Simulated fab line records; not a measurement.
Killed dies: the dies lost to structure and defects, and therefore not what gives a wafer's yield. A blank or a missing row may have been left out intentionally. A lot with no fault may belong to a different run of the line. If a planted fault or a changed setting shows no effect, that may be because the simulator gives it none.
Matching of chambers ; flow n5 finfet ; rie diel-01 running N5_BEOL_M14_ETCH_68: 4 sister chambers
The step etches SOC in N2/H2, time 450 s. 20 wafers are shown with their chamber, then 10 later ones without.

WAFERS PAIRED WITH THEIR CHAMBERS
wafer;chamber;showerhead plenum p Torr (Torr);drypump motor current A (A);rf vpp V (V)
L077.2;0;2.61;5.35;525.5
L077.3;2;2.41;5.79;520.2
L077.5;2;2.41;5.79;520.6
L075.2;3;2.46;5.25;520.0
L075.3;0;2.61;5.34;527.1
L075.5;0;2.61;5.35;525.5
L078.3;3;2.46;5.23;521.8
L078.4;2;2.40;5.79;520.0
L078.6;3;2.46;5.24;520.8
L081.4;0;2.60;5.34;526.7
L081.5;3;2.45;5.24;522.4
L081.6;0;2.60;5.35;523.8
L084.4;1;2.70;5.64;529.4
L084.5;2;2.40;5.77;521.0
L084.6;1;2.70;5.65;529.0
L090.1;1;2.70;5.64;528.6
L090.2;0;2.60;5.32;525.3
L090.4;3;2.45;5.27;523.5
L087.2;3;2.45;5.25;523.2
L087.3;0;2.60;5.33;525.6

SIGNATURES (means of the wafers above)
reading;chamber 0;chamber 1;chamber 2;chamber 3;scatter within a chamber
showerhead plenum p Torr;2.6043;2.7000;2.4050;2.4550;0.00513
drypump motor current A;5.3400;5.6433;5.7850;5.2467;0.0115
rf vpp V;525.643;529.000;520.450;521.950;1.03
Rule: distance of a wafer from a chamber = root of the sum over the readings of ((wafer's reading minus chamber's mean) / reading's scatter) squared. The wafer belongs to the nearest chamber; if the next one is less than 2 further off, it can't be placed. The scatter: the root of (the sum of the squares of (reading less its chamber's mean) over the shown wafers, divided by (wafers less chambers)).

WAFERS WHOSE CHAMBER IS MISSING
wafer;showerhead plenum p Torr (Torr);drypump motor current A (A);rf vpp V (V)
L087.4;2.39;5.77;519.1
L092.1;2.44;5.23;521.7
L092.2;2.59;5.34;526.4
L092.3;2.69;5.61;527.9
L096.2;2.44;5.25;521.6
L096.3;2.59;5.32;526.0
L096.5;2.44;5.23;520.8
L095.3;2.69;5.64;528.3
L095.4;2.71;5.78;528.8
L095.5;2.71;5.79;529.6

WHICH CHAMBER EACH WENT THROUGH
wafer;from the rows above;in truth
L087.4;2;2
L092.1;3;3
L092.2;0;0
L092.3;1;1
L096.2;3;3
L096.3;0;0
L096.5;3;3
L095.3;1;1
L095.4;1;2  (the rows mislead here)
L095.5;1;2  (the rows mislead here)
8 of 10 placed correctly. Not placeable from these rows: 0. Number placed wrongly: 2.
